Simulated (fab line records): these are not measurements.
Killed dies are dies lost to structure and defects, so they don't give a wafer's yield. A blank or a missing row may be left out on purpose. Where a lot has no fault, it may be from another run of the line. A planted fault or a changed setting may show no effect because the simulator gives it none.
Chamber matching	flow n5Finfet	3 sister chambers for N5_FIN_SAQP_PECVD_06 on pecvd-04
The step deposits a-Si from SiH4/He, target thk 60 nm, time 48.1 s. 3 wafers are shown with their chamber, then 9 later ones without.

EACH WAFER AND ITS CHAMBER
wafer	chamber	showerheadPlenumPTorr (Torr)
L091.1	0	5.59
L091.2	1	5.72
L091.3	2	5.64

WAFERS WITHOUT THEIR CHAMBER
wafer	showerheadPlenumPTorr (Torr)
L092.1	5.72
L092.2	5.64
L092.5	5.64
L095.4	5.62
L095.5	5.69
L095.6	5.59
L097.3	5.64
L097.4	5.71
L097.5	5.71

WHICH CHAMBER EACH ONE RAN IN
wafer	from the rows above	in truth
L092.1	1	1
L092.2	2	2
L092.5	2	2
L095.4	can't be placed: 2 or 0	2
L095.5	can't be placed: 1 or 2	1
L095.6	0	0
L097.3	2	2
L097.4	1	1
L097.5	1	1
Correct placement for 7 of the 9. Unplaceable from these rows: 2, with the true chamber sitting among the candidates in 2. Number placed wrongly: 0.
How it was worked out, from the rows above alone: a wafer's distance from a chamber is the root of the sum, over the readings, of the square of ((its reading less the chamber's mean) divided by the reading's scatter). If the next closest chamber is less than 2 further off than the closest, the wafer can't be placed; otherwise it belongs to the closest. A chamber's mean is the mean of its shown wafers. The scatter: root of mean squared gap, hidden wafer to nearest shown wafer, with one shown wafer a chamber.
